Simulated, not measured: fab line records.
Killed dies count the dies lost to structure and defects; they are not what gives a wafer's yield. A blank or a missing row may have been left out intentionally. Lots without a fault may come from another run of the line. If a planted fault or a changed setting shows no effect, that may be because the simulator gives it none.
Which tool is to blame? ; flow nand_harc ; 36 wafers from 12 lots sampled at 3 of the route's 1302 steps

## WHAT THE GAUGES READ, wafer by wafer
NHARC_A_BLC_INSPECT_28.
lot;measured;on;raw_defect_count
L075;day 23 02:44;defect_inspect-02;973 541 598
L077;day 23 16:38;defect_inspect-01;426 485 386
L079;day 24 10:09;defect_inspect-01;559 515 444
L081;day 25 20:11;defect_inspect-02;601 579 659
L082;day 26 10:32;defect_inspect-02;521 762 643
L085;day 27 12:14;defect_inspect-01;467 496 439
L088;day 28 03:02;defect_inspect-01;461 330 322
L089;day 28 05:12;defect_inspect-02;432 495 423
L090;day 29 07:30;defect_inspect-01;526 410 434
L093;day 30 07:12;defect_inspect-02;568 505 442
L095;day 31 05:16;defect_inspect-01;429 353 443
L097;day 32 23:50;defect_inspect-02;409 336 355

## TOOL THAT RAN EACH LOT (tool first, then ch and the chambers of the sampled wafers, then the start)
lot;NHARC_A_BLC_ETCH_18;NHARC_A_BLC_ALD_23
L075;rie_diel-02 ch 1,2, day 23 01:38 or earlier;ald_metal-02 ch 0,1,3, day 23 01:38
L077;rie_diel-11 ch 1,2,3, day 23 15:30 or earlier;ald_metal-03 ch 0,1,2, day 23 15:30
L079;rie_diel-02 ch 0,1,2, day 24 09:01 or earlier;ald_metal-02 ch 0,1,3, day 24 09:01
L081;rie_diel-02 ch 0,1,3, day 25 19:07 or earlier;ald_metal-03 ch 0,1,3, day 25 19:07
L082;rie_diel-02 ch 0,1,2, day 26 09:25 or earlier;ald_metal-02 ch 0,3, day 26 09:25
L085;rie_diel-11 ch 1,3, day 27 11:05 or earlier;ald_metal-01 ch 0,3, day 27 11:05
L088;rie_diel-11 ch 0,1,2, day 28 01:53 or earlier;ald_metal-01 ch 0,1,3, day 28 01:53
L089;rie_diel-11 ch 0,2,3, day 28 04:04 or earlier;ald_metal-03 ch 0,2,3, day 28 04:04
L090;rie_diel-02 ch 1,2,3, day 29 06:24 or earlier;ald_metal-01 ch 1,2,3, day 29 06:24
L093;rie_diel-07 ch 1,2, day 30 06:04 or earlier;ald_metal-02 ch 0,1,2, day 30 06:04
L095;rie_diel-11 ch 2,3, day 31 04:07 or earlier;ald_metal-01 ch 1,2, day 31 04:07
L097;rie_diel-02 ch 0,1,2, day 32 22:44 or earlier;ald_metal-01 ch 0,2, day 32 22:44
- NHARC_A_BLC_ETCH_18: etches the open film in C4F8/O2/Ar, target depth 910 nm.
- NHARC_A_BLC_ALD_23: deposits TiN, target thk 3 nm, pulse time 1 s, ald cycles 150.

## THE ANSWER, worked out from the rows above alone
Rule: the usual values come from the lots themselves. Put in order of their means at a reading, lots are off if they are a third of the lots or fewer, leave a main group of 4 or more, and stand apart from it by a gap of 3 or more times the standard deviation of the main group's means; of several such gaps the widest counts. A main group is skipped when, at the precision printed for the reading in the tables above, its means are all equal. A lot without any number at a reading at which 4 lots or more have one is off too. All remaining lots with rows at the step are treated as sound.
Across all readings shown, no lot is off: no conclusion can be drawn from this.

## WHAT THE SIMULATOR HAD PUT IN
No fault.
